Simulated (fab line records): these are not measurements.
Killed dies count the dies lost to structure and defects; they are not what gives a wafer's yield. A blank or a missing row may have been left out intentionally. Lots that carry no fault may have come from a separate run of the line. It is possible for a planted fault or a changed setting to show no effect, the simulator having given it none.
8D (eight disciplines) problem report, filled in by code || flow nand_harc || the parts of the form that need people (team, actions taken, sign-off) are left out

1. THE PROBLEM
At NHARC_A_ONON_D1_THK_MEAS_24, thk_nm averages 1282 nm over 3 wafers from 2 lots, while fault-free wafers read 998 nm, standard deviation 7.7. That puts it +37 standard deviations away from the usual mean.
The step: measures by ellipsometry.
Earliest sighting: wafer L472.6 on film_metro-01 at day 12 09:43. The record holds 39 wafers of 13 lots with a number at this step. Rule for "out" (also "out of limits"): further than 4 standard deviations from the usual mean. The other wafers with a number count as sound.

2. WHAT IT IS, WHAT IT ISN'T
{"question": "which readings at this step", "is": "thk_nm", "is not": "-"}
{"question": "which lots", "is": "L472, L474", "is not": "L456, L458, L459, L462, L463, L464, L471, L475, L476, L477, L479"}
{"question": "which wafers of those lots", "is": "L472.6, L474.3, L474.6", "is not": "L472.1, L472.2, L474.2"}
{"question": "read on which gauges", "is": "film_metro-01", "is not": "film_metro-02"}
{"question": "when", "is": "from day 12 09:43", "is not": "up to then (20 sound wafers); but 16 sound wafers of L471, L474, L475, L476, L477, L479 came after"}

3. SUSPECTS, AND WHAT RULES EACH OUT
Counting: any tool at a process step up to the reading remains a suspect provided it ran every lot that is out. Sound lots after the first of them don't rule it out here, since some wafers of a struck lot are sound.
- ruled out: the gauge at NHARC_A_ONON_D1_THK_MEAS_24. All the wafers that are out were read on film_metro-01, but those of them that NHARC_END_SORT_01 has rows for are out there too, on other tools.
- rtp_anneal-01 at NHARC_A_ZERO_WELL_RTA_16 (time 10 s): kept. It processed each lot that is out (first: L472, day 10 23:21); up to then, its last sound lot is L463 (day 8 05:11).
- pecvd_onon-03 at NHARC_A_ONON_D1_DEP_22 (target thk 1000 nm): kept. It processed each lot that is out (first: L472, day 12 09:13); up to then, its last sound lot is L464 (day 9 22:22).
After counting, rtp_anneal-01 at NHARC_A_ZERO_WELL_RTA_16 and pecvd_onon-03 at NHARC_A_ONON_D1_DEP_22 remain.

4. THE CAUSE (what the simulator had put in)
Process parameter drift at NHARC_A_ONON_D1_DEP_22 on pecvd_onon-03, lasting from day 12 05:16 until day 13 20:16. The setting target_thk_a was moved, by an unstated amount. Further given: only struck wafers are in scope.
After counting, 2 suspects remain, this tool included.

5. THE EFFECT CHAIN, in route order
One row per reading whose mean, taken over the struck wafers that have a number, lies over 3 standard deviations from the usual. Readings are gone through only where the record gives a usual standard deviation; hours: the median, over the lots, of the time from a lot's start at the first step in this table giving one to that lot's start at this step; sigmas: the change measured in usual standard deviations.
{"hours": 0, "step": "NHARC_A_ONON_D1_THK_MEAS_24", "reading": "thk_nm", "usual": "998 nm", "on struck wafers": 1282, "change": "+284", "sigmas": "+37"}
{"hours": 279, "step": "NHARC_END_SORT_01", "reading": "killed_at_array", "usual": 25, "on struck wafers": 674, "change": "+649", "sigmas": "+68"}
{"hours": 279, "step": "NHARC_END_SORT_01", "reading": "killed_dies", "usual": 29, "on struck wafers": 677, "change": "+648", "sigmas": "+65"}

6. HOW IT WOULD HAVE BEEN CAUGHT EARLIER
In this record the first reading out of limits at a measuring or inspecting step was taken at day 12 09:43, 4 hours after the fault began at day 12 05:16.
Among the 2 lots that are out, L474 began NHARC_A_ONON_D1_DEP_22 on pecvd_onon-03 after day 12 09:43. A tool hold placed at that time would have kept it from harm.
